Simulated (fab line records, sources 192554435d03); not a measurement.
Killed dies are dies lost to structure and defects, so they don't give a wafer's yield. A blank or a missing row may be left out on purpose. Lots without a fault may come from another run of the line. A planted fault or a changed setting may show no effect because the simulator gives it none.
fab line records | flow n5_finfet
record lots=24 wafers=72 last_day=19
route steps=1938 shown BEOL_M6@1261 BEOL_M7@1263
lots that met no fault: from a run of the same line without faults
start_h: hours from the record's first day to the start of the lot's first wafer shown | wait_h: hours since the lot's step before | " the same as in the row above | L1.1+2: a row that stands for several wafers | - no value, or no start given | * or withheld: withheld | < > ~ a bound
route shown NAME@n: a module of which the file shows steps, and the number in the route of the first | usual: mean/standard deviation of fault-free wafers | same: alike in all rows | chamber/n: place in a boat | sites: the reading at each site | _std_site: their standard deviation | _edge_site: outer sites' mean less inner sites' | radius_mm: how far each site lies from the wafer's centre | mask NAME#n: copy n | behind: the tool/chamber that last shaped the wafer | hold: why the lot was held/for how many hours/how that ended | device: the transistor (n, p or np) that didn't switch | end of line: the same wafers' tests at the end of the route | a step without rows: its recipe alone | killed: dies lost to structure and defects at the first sort, not the wafer's yield | map: a wafer's dies, x killed, . not, _ none there
set.NAME: the setting as run; set.NAME@STEP: as run at that earlier step | model.NAME: the simulator's own value behind a step, which no gauge read
steps of the route over a sample of lots; a table a step, a row a wafer
services: from which hour (start_h, from the record's first day; less than 0 if before it) a tool's chamber was out of use, for how many hours, and why
## steps
# step N5_BEOL_M6_RS_MEAS_57
# recipe thk_meas_gauge=four-point-probe reads=Cu_of_BEOL_M6_ECD_50+Co_of_BEOL_M6_CVD_78+TaN_of_BEOL_M6_ALD_77
# usual M6_RS=0.283/0.009
# columns lot.wafer tool chamber start_h wait_h M6_RS[ohm/sq]
L074.1 film_metro-02 - 194.96 0.1 0.301
L074.4 " - " " 0.295
L074.6 " - " " 0.292
L075.2 film_metro-01 - 211.51 0.1 0.282
L075.3 " - " " 0.291
L075.5 " - " " 0.298
L076.1 film_metro-01 - 232.87 0.1 0.271
L076.2 " - " " 0.271
L076.4 " - " " 0.295
L079.4 film_metro-01 - 234.05 0.0 0.292
L079.5 " - " " 0.287
L079.6 " - " " 0.296
L077.3 film_metro-01 - 234.46 0.1 0.292
L077.5 " - " " 0.273
L077.6 " - " " 0.298
L078.1 film_metro-02 - 252.50 0.1 0.272
L078.5 " - " " 0.266
L078.6 " - " " 0.267
L082.1 film_metro-02 - 260.40 0.1 0.283
L082.2 " - " " 0.286
L082.4 " - " " 0.275
L081.2 film_metro-02 - 260.92 0.1 0.291
L081.4 " - " " 0.283
L081.5 " - " " 0.296
L080.1 film_metro-01 - 261.56 0.1 0.279
L080.3 " - " " 0.279
L080.6 " - " " 0.276
L084.4 film_metro-02 - 269.69 0.0 0.281
L084.5 " - " " 0.288
L084.6 " - " " 0.275
L083.1 film_metro-01 - 269.96 0.1 0.279
L083.3 " - " " 0.268
L083.5 " - " " 0.280
L087.4 film_metro-01 - 270.76 0.0 0.279
L087.5 " - " " 0.273
L087.6 " - " " 0.277
L085.2 film_metro-01 - 275.27 0.1 0.297
L085.5 " - " " 0.280
L085.6 " - " " 0.296
L086.2 film_metro-02 - 285.64 0.1 0.273
L086.5 " - " " 0.273
L086.6 " - " " 0.280
L088.1 film_metro-02 - 300.58 0.1 0.288
L088.2 " - " " 0.281
L088.4 " - " " 0.272
L091.2 film_metro-02 - 307.23 0.1 0.280
L091.3 " - " " 0.305
L091.6 " - " " 0.278
L089.1 film_metro-01 - 307.53 0.1 0.285
L089.5 " - " " 0.282
L089.6 " - " " 0.282
L092.1 film_metro-02 - 331.78 0.1 0.296
L092.2 " - " " 0.282
L092.3 " - " " 0.298
L094.2 film_metro-02 - 332.48 0.1 0.279
L094.3 " - " " 0.292
L094.4 " - " " 0.283
L093.2 film_metro-01 - 337.96 0.1 0.270
L093.3 " - " " 0.285
L093.4 " - " " 0.284
L090.1 film_metro-01 - 338.49 0.1 0.272
L090.4 " - " " 0.278
L090.6 " - " " 0.278
L095.1 film_metro-02 - 338.51 0.1 0.274
L095.4 " - " " 0.280
L095.5 " - " " 0.288
L096.1 film_metro-01 - 349.21 0.1 0.283
L096.2 " - " " 0.279
L096.4 " - " " 0.293
L097.3 film_metro-01 - 363.87 0.1 0.282
L097.4 " - " " 0.274
L097.5 " - " " 0.276
# step N5_BEOL_M7_ILD_DEP_00
# recipe material=SiCOH_lowk target_thk_a=1797.5 temp_c=300 precursor=DEMS/porogen pressure_torr=5 rf_w=500 time_s=33.4
# usual heater_power_w=326/46 showerhead_plenum_p_Torr=5.741/0.019 showerhead_vpp_V=1384/86 throttle_valve_pct=13.9/0.58
# columns lot.wafer tool chamber start_h wait_h heater_power_w showerhead_plenum_p_Torr showerhead_vpp_V throttle_valve_pct
L074.1 pecvd-01 2 195.02 0.0 338 5.731 1401 13.7
L074.4 " 0 " " 256 5.721 1274 14.1
L074.6 " 2 " " 334 5.732 1389 13.7
L075.2 pecvd-02 0 211.58 0.0 377 5.768 1318 13.8
L075.3 " 2 " " 303 5.741 1550 13.8
L075.5 " 2 " " 310 5.730 1550 13.3
L076.1 pecvd-03 2 232.93 0.0 322 5.762 1537 12.4
L076.2 " 0 " " 286 5.753 1359 14.8
L076.4 " 2 " " 328 5.755 1533 12.2
L079.4 pecvd-02 0 234.13 0.1 318 5.775 1329 13.8
L079.5 " 2 " " 318 5.725 1528 13.8
L079.6 " 1 " " 369 5.730 1334 13.8
L077.3 pecvd-02 0 234.52 0.0 383 5.757 1333 13.8
L077.5 " 0 " " 392 5.770 1353 13.9
L077.6 " 2 " " 321 5.745 1520 13.8
L078.1 pecvd-03 1 252.56 0.0 294 5.727 1315 14.7
L078.5 " 1 " " 296 5.714 1314 14.9
L078.6 " 0 " " 327 5.753 1376 15.0
L082.1 pecvd-01 2 260.46 0.0 303 5.704 1427 13.9
L082.2 " 1 " " 301 5.732 1394 14.2
L082.4 " 2 " " 321 5.733 1406 13.6
L081.2 pecvd-02 2 260.98 0.0 299 5.739 1535 13.7
L081.4 " 2 " " 304 5.735 1517 13.6
L081.5 " 0 " " 321 5.766 1351 13.7
L080.1 pecvd-01 2 261.63 0.0 339 5.740 1389 13.7
L080.3 " 1 " " 288 5.721 1351 14.3
L080.6 " 1 " " 298 5.724 1349 14.4
L084.4 pecvd-03 1 269.77 0.1 311 5.731 1324 14.7
L084.5 " 0 " " 288 5.760 1358 15.0
L084.6 " 2 " " 386 5.740 1532 12.2
L083.1 pecvd-03 1 270.02 0.0 278 5.725 1303 14.5
L083.3 " 0 " " 284 5.760 1388 15.1
L083.5 " 1 " " 279 5.711 1331 14.5
L087.4 pecvd-03 2 270.84 0.1 413 5.740 1490 12.6
L087.5 " 1 " " 289 5.727 1329 14.6
L087.6 " 0 " " 287 5.773 1365 15.0
L085.2 pecvd-01 0 275.34 0.0 284 5.725 1259 14.0
L085.5 " 0 " " 287 5.719 1259 14.0
L085.6 " 1 " " 293 5.726 1365 14.3
L086.2 pecvd-01 0 285.70 0.0 284 5.751 1274 13.9
L086.5 " 2 " " 355 5.729 1399 13.7
L086.6 " 0 " " 290 5.732 1268 14.1
L088.1 pecvd-02 2 300.64 0.0 279 5.757 1530 14.0
L088.2 " 0 " " 382 5.759 1344 13.7
L088.4 " 0 " " 391 5.751 1338 13.8
L091.2 pecvd-02 2 307.29 0.0 261 5.745 1545 14.0
L091.3 " 1 " " 361 5.758 1334 13.8
L091.6 " 2 " " 270 5.739 1555 13.8
L089.1 pecvd-02 2 307.59 0.0 257 5.727 1531 13.9
L089.5 " 0 " " 314 5.765 1322 13.8
L089.6 " 1 " " 417 5.729 1325 13.8
L092.1 pecvd-02 2 331.85 0.0 315 5.743 1567 13.7
L092.2 " 0 " " 335 5.768 1334 13.7
L092.3 " 1 " " 381 5.744 1315 13.8
L094.2 pecvd-02 0 332.54 0.0 386 5.778 1331 13.8
L094.3 " 2 " " 304 5.738 1556 13.9
L094.4 " 2 " " 305 5.733 1533 13.8
L093.2 pecvd-01 1 338.02 0.0 291 5.711 1367 14.4
L093.3 " 2 " " 359 5.718 1398 13.8
L093.4 " 1 " " 303 5.726 1394 14.1
L090.1 pecvd-03 0 338.56 0.0 299 5.759 1368 15.1
L090.4 " 2 " " 372 5.759 1534 12.7
L090.6 " 1 " " 287 5.720 1313 14.6
L095.1 pecvd-02 1 338.58 0.0 444 5.742 1350 13.9
L095.4 " 1 " " 436 5.765 1345 13.7
L095.5 " 0 " " 334 5.756 1345 13.8
L096.1 pecvd-01 0 349.27 0.0 284 5.729 1268 13.9
L096.2 " 1 " " 281 5.727 1385 14.5
L096.4 " 0 " " 280 5.733 1262 14.1
L097.3 pecvd-01 0 363.93 0.0 275 5.724 1291 14.3
L097.4 " 2 " " 367 5.735 1411 13.8
L097.5 " 0 " " 278 5.725 1265 14.1
# step N5_BEOL_M7_CURE_74
# recipe temp_c=385 time_s=240 ambient=He/Ar material=SiCOH_lowk
# usual lamp_power_pct=52.31/0.054 wafer_temp_C_max=386.8/0.75
# columns lot.wafer tool chamber start_h wait_h lamp_power_pct wafer_temp_C_max
L074.1 uv_cure-01 1 195.09 0.0 52.30 386.5
L074.4 " 1 " " 52.29 386.2
L074.6 " 1 " " 52.36 386.0
L075.2 uv_cure-03 0 211.72 0.1 52.30 387.4
L075.3 " 0 " " 52.29 388.9
L075.5 " 0 " " 52.25 387.7
L076.1 uv_cure-02 1 233.00 0.0 52.32 387.1
L076.2 " 1 " " 52.39 386.5
L076.4 " 1 " " 52.21 386.5
L079.4 uv_cure-01 0 234.41 0.3 52.40 386.4
L079.5 " 0 " " 52.28 387.1
L079.6 " 0 " " 52.26 386.0
L077.3 uv_cure-02 1 235.10 0.6 52.36 386.7
L077.5 " 1 " " 52.32 386.9
L077.6 " 1 " " 52.26 387.3
L078.1 uv_cure-02 0 252.65 0.1 52.37 386.6
L078.5 " 0 " " 52.31 386.2
L078.6 " 0 " " 52.41 386.1
L082.1 uv_cure-02 2 260.58 0.1 52.32 385.9
L082.2 " 2 " " 52.35 386.3
L082.4 " 2 " " 52.22 386.4
L081.2 uv_cure-01 0 261.13 0.1 52.35 386.1
L081.4 " 0 " " 52.22 386.2
L081.5 " 0 " " 52.38 386.0
L080.1 uv_cure-03 2 261.69 0.0 52.29 387.9
L080.3 " 2 " " 52.24 387.1
L080.6 " 2 " " 52.27 387.1
L084.4 uv_cure-02 1 270.05 0.3 52.33 386.4
L084.5 " 1 " " 52.30 387.0
L084.6 " 1 " " 52.30 386.5
L083.1 uv_cure-03 0 270.08 0.0 52.32 387.9
L083.3 " 0 " " 52.34 388.1
L083.5 " 0 " " 52.32 387.5
L087.4 uv_cure-03 0 271.12 0.3 52.37 387.8
L087.5 " 0 " " 52.31 387.5
L087.6 " 0 " " 52.39 388.5
L085.2 uv_cure-03 0 275.48 0.1 52.31 387.3
L085.5 " 0 " " 52.24 387.3
L085.6 " 0 " " 52.33 388.0
L086.2 uv_cure-03 1 285.85 0.1 52.25 386.5
L086.5 " 1 " " 52.32 386.6
L086.6 " 1 " " 52.39 387.1
L088.1 uv_cure-02 2 301.36 0.7 52.33 385.9
L088.2 " 2 " " 52.36 385.8
L088.4 " 2 " " 52.29 385.8
L091.2 uv_cure-03 0 307.43 0.1 52.23 387.4
L091.3 " 0 " " 52.26 387.5
L091.6 " 0 " " 52.34 387.6
L089.1 uv_cure-01 0 307.65 0.0 52.32 386.6
L089.5 " 0 " " 52.28 386.4
L089.6 " 0 " " 52.40 386.2
L092.1 uv_cure-02 2 331.91 0.0 52.28 385.9
L092.2 " 2 " " 52.27 386.1
L092.3 " 2 " " 52.36 386.6
L094.2 uv_cure-01 1 332.76 0.2 52.35 387.2
L094.3 " 1 " " 52.30 386.5
L094.4 " 1 " " 52.34 386.4
L093.2 uv_cure-02 1 338.16 0.1 52.36 387.1
L093.3 " 1 " " 52.24 386.8
L093.4 " 1 " " 52.34 387.6
L090.1 uv_cure-03 1 338.62 0.0 52.28 386.2
L090.4 " 1 " " 52.32 386.6
L090.6 " 1 " " 52.27 386.3
L095.1 uv_cure-02 1 338.64 0.0 52.34 387.0
L095.4 " 1 " " 52.37 386.9
L095.5 " 1 " " 52.20 386.7
L096.1 uv_cure-01 0 349.38 0.1 52.29 386.3
L096.2 " 0 " " 52.32 386.6
L096.4 " 0 " " 52.26 386.5
L097.3 uv_cure-03 0 364.15 0.2 52.39 388.2
L097.4 " 0 " " 52.35 387.3
L097.5 " 0 " " 52.32 388.2
# step N5_BEOL_M7_STRIP_19
# recipe chemistry=O2 power_w=400 temp_c=40 pressure_mtorr=30 rf_frequency_hz=6e+07 bias_power_w=0 overash_fraction=0.2 o2_flow_sccm=225
# usual drypump_motor_current_A=5.82/0.26 oes_product_au=0.77/0.092 rf_vpp_V=3.6/0.6 showerhead_plenum_p_Torr=2.10/0.055 throttle_valve_pct=16.76/0.27
# columns lot.wafer tool chamber start_h wait_h drypump_motor_current_A oes_product_au rf_hours_counter_h rf_vpp_V showerhead_plenum_p_Torr throttle_valve_pct
L074.1 rie_diel-02 3 198.39 0.1 5.79 0.70 237 2.1 2.14 16.93
L074.4 " 1 " " 6.33 0.74 167 4.0 2.17 16.59
L074.6 " 0 " " 5.85 0.72 - 3.6 2.01 16.89
L075.2 rie_diel-06 2 214.41 0.1 5.96 0.72 181 2.8 2.07 16.62
L075.3 " 3 " " 5.88 0.90 14 3.6 2.06 16.80
L075.5 " 0 " " 5.85 0.89 - 3.3 2.06 16.55
L076.1 rie_diel-02 1 234.80 0.1 6.32 0.73 179 4.2 2.16 16.61
L076.2 " 0 " " 5.84 0.71 191 3.9 2.01 16.87
L076.4 " 2 " " 5.44 0.71 206 4.2 2.16 16.86
L079.4 rie_diel-01 0 237.22 0.1 5.64 0.87 62 3.1 2.10 16.25
L079.5 " 1 " " 6.21 0.72 - 3.6 2.18 17.28
L079.6 " 0 " " 5.65 0.87 - 3.7 2.10 16.23
L077.3 rie_diel-01 0 237.40 0.1 5.67 0.87 62 3.9 2.10 16.24
L077.5 " 2 " " 5.62 0.89 - 3.3 2.06 16.66
L077.6 " 1 " " 6.23 0.71 - 3.1 2.18 17.26
L078.1 rie_diel-01 3 254.79 0.1 5.57 0.70 217 2.6 2.09 16.61
L078.5 " 1 " " 6.26 0.73 - 3.4 2.18 17.26
L078.6 " 2 " " 5.60 0.88 - 3.2 2.06 16.64
L082.1 rie_diel-02 2 262.84 0.1 5.45 0.70 215 4.8 2.15 16.91
L082.2 " 1 " " 6.33 0.72 188 4.5 2.16 16.60
L082.4 " 2 " " 5.46 0.70 - 3.4 2.15 16.92
L081.2 rie_diel-02 2 263.39 0.2 5.45 0.71 216 4.2 2.15 16.90
L081.4 " 2 " " 5.45 0.70 - 2.9 2.15 16.91
L081.5 " 0 " " 5.80 0.70 - 3.1 2.00 16.91
L080.1 rie_diel-06 1 264.47 0.1 5.72 0.69 239 4.1 2.17 17.07
L080.3 " 2 " " 5.95 0.71 194 3.2 2.07 16.64
L080.6 " 1 " " 5.72 0.68 - 4.2 2.17 17.08
L084.4 rie_diel-01 3 271.73 0.1 5.56 0.68 222 3.1 2.08 16.65
L084.5 " 3 " " 5.54 0.69 - 3.4 2.08 16.64
L084.6 " 2 " " 5.62 0.88 - 3.2 2.06 16.67
L083.1 rie_diel-02 2 272.23 0.1 5.46 0.71 219 2.8 2.15 16.90
L083.3 " 0 " " 5.82 0.69 204 3.4 2.00 16.93
L083.5 " 3 " " 5.80 1.00 - 3.7 2.14 16.46
L087.4 rie_diel-02 1 273.99 0.1 6.32 0.72 - 3.2 2.16 16.62
L087.5 " 2 " " 5.45 0.71 - 4.1 2.15 16.93
L087.6 " 3 " " 5.80 0.98 - 2.6 2.14 16.48
L085.2 rie_diel-01 2 277.61 0.1 5.62 0.87 54 3.3 2.06 16.69
L085.5 " 1 " " 6.18 0.71 - 4.7 2.18 17.30
L085.6 " 2 " " 5.62 0.88 - 4.5 2.06 16.69
L086.2 rie_diel-06 0 291.04 0.2 5.84 0.84 55 3.1 2.06 16.60
L086.5 " 0 " " 5.83 0.86 - 3.5 2.06 16.61
L086.6 " 3 " " 5.90 0.86 - 4.5 2.05 16.84
L088.1 rie_diel-01 2 305.07 0.1 5.60 0.87 62 3.4 2.06 16.70
L088.2 " 0 " " 5.70 0.86 82 3.6 2.09 16.29
L088.4 " 1 " " 6.19 0.71 217 4.3 2.18 17.27
L091.2 rie_diel-01 1 310.59 0.3 6.22 0.71 218 3.5 2.18 17.29
L091.3 " 0 " " 5.66 0.84 84 3.5 2.09 16.29
L091.6 " 2 " " 5.61 0.87 - 2.8 2.06 16.72
L089.1 rie_diel-06 3 311.14 0.1 5.87 0.85 41 3.4 2.05 16.85
L089.5 " 1 " " 5.74 0.67 - 4.2 2.17 17.08
L089.6 " 2 " " 5.97 0.69 - 4.2 2.06 16.67
L092.1 rie_diel-02 3 333.86 0.1 5.79 0.92 18 4.7 2.13 16.53
L092.2 " 0 " " 5.83 0.69 217 3.7 2.00 16.94
L092.3 " 2 " " 5.44 0.68 236 3.1 2.15 16.93
L094.2 rie_diel-06 0 336.43 0.1 5.87 0.82 69 3.3 2.05 16.62
L094.3 " 3 " " 5.88 0.85 50 3.3 2.05 16.87
L094.4 " 2 " " 6.01 0.69 216 4.6 2.06 16.68
L093.2 rie_diel-01 0 340.58 0.1 5.68 0.82 95 4.8 2.09 16.32
L093.3 " 1 " " 6.16 0.71 229 3.5 2.17 17.30
L093.4 " 3 " " 5.55 0.67 242 4.4 2.08 16.67
L090.1 rie_diel-01 2 340.62 0.1 5.63 0.86 73 2.9 2.05 16.72
L090.4 " 0 " " 5.68 0.83 95 2.7 2.09 16.33
L090.6 " 0 " " 5.67 0.82 - 4.2 2.09 16.31
L095.1 rie_diel-02 0 340.76 0.1 5.82 0.68 220 3.2 2.00 16.96
L095.4 " 3 " " 5.82 0.91 21 4.2 2.13 16.50
L095.5 " 0 " " 5.87 0.68 - 3.4 2.00 16.96
L096.1 rie_diel-01 1 351.31 0.1 6.25 0.70 231 3.0 2.17 17.30
L096.2 " 0 " " 5.69 0.83 97 4.6 2.09 16.31
L096.4 " 3 " " 5.56 0.67 244 3.9 2.08 16.69
L097.3 rie_diel-06 2 365.77 0.1 5.98 0.68 225 4.2 2.06 16.70
L097.4 " 1 " " 5.73 0.93 13 3.7 2.17 16.71
L097.5 " 2 " " 6.00 0.69 - 3.8 2.06 16.70
# step N5_BEOL_M7_ALD_77
# recipe material=TaN target_thk_a=20 temp_c=275 ald_precursor_family=PDMAT ald_co_reactant=NH3 pressure_torr=3 carrier_flow_sccm=1500 pulse_time_s=2 purge_time_s=3 co_reactant_purge_time_s=2 co_reactant_pulse_time_s=3 ald_cycles=40 precursor_vessel_temp_c=75 precursor_vessel_pressure_torr=26.25 precursor_vessel_carrier_sccm=1000
# usual heater_power_w=410/42 precursor_vessel_temp_c=74.99/0.13
# same co_reactant_pulse_time_s=3
# columns lot.wafer tool chamber start_h wait_h heater_power_w precursor_vessel_temp_c
L074.1 ald_metal-04 3 200.86 0.0 397 75.16
L074.4 " 2 " " 441 74.80
L074.6 " 0 " " 445 75.25
L075.2 ald_metal-04 0 219.13 0.0 436 74.88
L075.3 " 1 " " 384 75.09
L075.5 " 2 " " 438 74.91
L076.1 ald_metal-04 2 236.94 0.0 432 74.81
L076.2 " 3 " " 401 75.06
L076.4 " 1 " " 385 75.16
L077.3 ald_metal-04 1 241.08 0.1 375 75.26
L077.5 " 2 " " 413 74.81
L077.6 " 1 " " 382 75.08
L079.4 ald_metal-03 2 241.12 0.1 423 74.95
L079.5 " 2 " " 422 74.94
L079.6 " 1 " " 385 75.07
L078.1 ald_metal-03 0 257.27 0.1 355 74.94
L078.5 " 1 " " 373 75.09
L078.6 " 2 " " 420 75.14
L081.2 ald_metal-04 3 267.49 0.0 392 75.05
L081.4 " 0 " " 445 74.83
L081.5 " 3 " " 398 74.99
L082.1 ald_metal-02 0 267.87 0.1 398 74.73
L082.2 " 1 " " 352 75.14
L082.4 " 2 " " 391 74.99
L080.1 ald_metal-04 0 267.90 0.1 436 74.89
L080.3 " 1 " " 371 75.17
L080.6 " 1 " " 375 75.05
L084.4 ald_metal-02 0 273.53 0.0 390 75.03
L084.5 " 3 " " 468 74.84
L084.6 " 2 " " 392 74.92
L083.1 ald_metal-04 2 274.07 0.1 428 74.94
L083.3 " 3 " " 389 74.77
L083.5 " 2 " " 423 74.97
L087.4 ald_metal-03 3 277.01 0.0 494 75.02
L087.5 " 3 " " 500 75.22
L087.6 " 2 " " 431 75.02
L085.2 ald_metal-02 1 280.56 0.1 360 74.96
L085.5 " 2 " " 396 75.12
L085.6 " 3 " " 474 75.01
L086.2 ald_metal-04 2 298.54 0.0 422 74.92
L086.5 " 0 " " 452 74.99
L086.6 " 1 " " 381 74.88
L088.1 ald_metal-03 1 308.10 0.2 393 75.21
L088.2 " 2 " " 429 74.93
L088.4 " 0 " " 351 74.85
L089.1 ald_metal-02 0 314.67 0.0 386 74.97
L089.5 " 3 " " 462 74.82
L089.6 " 0 " " 386 74.96
L091.2 ald_metal-04 0 314.97 0.0 459 75.07
L091.3 " 1 " " 378 74.92
L091.6 " 3 " " 407 74.92
L092.1 ald_metal-04 0 336.28 0.0 449 74.85
L092.2 " 3 " " 404 74.99
L092.3 " 2 " " 419 75.07
L094.2 ald_metal-04 0 339.62 0.0 451 74.92
L094.3 " 3 " " 401 75.11
L094.4 " 2 " " 444 74.95
L093.2 ald_metal-03 1 347.29 0.0 381 75.03
L093.3 " 3 " " 506 75.08
L093.4 " 3 " " 508 75.16
L090.1 ald_metal-03 1 347.59 0.0 369 75.01
L090.4 " 0 " " 346 74.78
L090.6 " 3 " " 502 74.97
L095.1 ald_metal-04 2 348.03 0.2 437 75.21
L095.4 " 3 " " 385 74.95
L095.5 " 2 " " 433 75.06
L096.1 ald_metal-03 3 358.69 0.3 492 75.03
L096.2 " 2 " " 422 75.11
L096.4 " 1 " " 378 75.08
L097.3 ald_metal-04 1 368.68 0.1 373 74.91
L097.4 " 0 " " 443 74.93
L097.5 " 3 " " 396 75.04
# step N5_BEOL_M7_SURFACE_TREAT_79
# recipe gas=Ar time_s=* ion_energy_ev=* ion_current_ma_cm2=0.5 pressure_mtorr=* ar_flow_sccm=30
# usual throttle_valve_pct=*
# columns lot.wafer tool chamber start_h wait_h throttle_valve_pct
L074.1 pvd_sputter-02 - 201.18 0.2 *
L074.4 " - " " *
L074.6 " - " " *
L075.2 pvd_sputter-01 - 219.55 0.3 *
L075.3 " - " " *
L075.5 " - " " *
L076.1 pvd_sputter-03 - 237.32 0.2 *
L076.2 " - " " *
L076.4 " - " " *
L077.3 pvd_sputter-03 - 241.48 0.3 *
L077.5 " - " " *
L077.6 " - " " *
L079.4 pvd_sputter-03 - 241.52 0.3 *
L079.5 " - " " *
L079.6 " - " " *
L078.1 pvd_sputter-02 - 259.55 2.1 *
L078.5 " - " " *
L078.6 " - " " *
L081.2 pvd_sputter-03 - 267.83 0.2 *
L081.4 " - " " *
L081.5 " - " " *
L082.1 pvd_sputter-03 - 268.73 0.7 *
L082.2 " - " " *
L082.4 " - " " *
L080.1 pvd_sputter-03 - 268.77 0.7 *
L080.3 " - " " *
L080.6 " - " " *
L084.4 pvd_sputter-01 - 273.88 0.2 *
L084.5 " - " " *
L084.6 " - " " *
L083.1 pvd_sputter-03 - 275.83 1.6 *
L083.3 " - " " *
L083.5 " - " " *
L087.4 pvd_sputter-01 - 277.37 0.2 *
L087.5 " - " " *
L087.6 " - " " *
L085.2 pvd_sputter-03 - 280.85 0.2 *
L085.5 " - " " *
L085.6 " - " " *
L086.2 pvd_sputter-03 - 299.13 0.5 *
L086.5 " - " " *
L086.6 " - " " *
L088.1 pvd_sputter-02 - 308.79 0.6 *
L088.2 " - " " *
L088.4 " - " " *
L089.1 pvd_sputter-01 - 315.07 0.3 *
L089.5 " - " " *
L089.6 " - " " *
L091.2 pvd_sputter-01 - 315.25 0.2 *
L091.3 " - " " *
L091.6 " - " " *
L092.1 pvd_sputter-01 - 336.57 0.2 *
L092.2 " - " " *
L092.3 " - " " *
L094.2 pvd_sputter-02 - 339.95 0.2 *
L094.3 " - " " *
L094.4 " - " " *
L093.2 pvd_sputter-01 - 347.59 0.2 *
L093.3 " - " " *
L093.4 " - " " *
L090.1 pvd_sputter-03 - 347.97 0.2 *
L090.4 " - " " *
L090.6 " - " " *
L095.1 pvd_sputter-01 - 348.75 0.6 *
L095.4 " - " " *
L095.5 " - " " *
L096.1 pvd_sputter-03 - 359.23 0.4 *
L096.2 " - " " *
L096.4 " - " " *
L097.3 pvd_sputter-03 - 369.06 0.2 *
L097.4 " - " " *
L097.5 " - " " *
## services
# columns tool chamber start_h hours kind
rie_diel-02 - 174.85 0.5 repair
rie_diel-01 2 175.04 8.4 repair
rie_diel-02 1 176.31 7.1 repair
rie_diel-02 0 177.64 1.8 repair
pecvd-01 2 180.45 5.6 repair
rie_diel-01 2 193.75 29.0 repair
uv_cure-01 - 200.58 0.8 repair
pecvd-02 0 203.83 5.4 repair
uv_cure-03 - 226.90 13.2 repair
pecvd-02 - 241.79 2.8 pm
pecvd-03 2 244.90 10.8 repair
rie_diel-06 - 256.20 0.5 repair
rie_diel-02 2 274.36 2.9 repair
rie_diel-01 1 284.52 11.2 repair
uv_cure-03 - 288.15 2.1 pm
pecvd-03 - 294.00 0.4 repair
uv_cure-02 - 299.23 2.1 pm
pvd_sputter-03 - 308.35 10.1 repair
ald_metal-04 0 317.49 3.8 repair
ald_metal-03 1 329.18 16.3 repair
pecvd-01 - 330.87 1.1 repair
ald_metal-03 2 342.45 10.7 repair
pecvd-02 1 349.04 29.0 repair
ald_metal-03 3 363.10 3.6 repair
## key
fault none
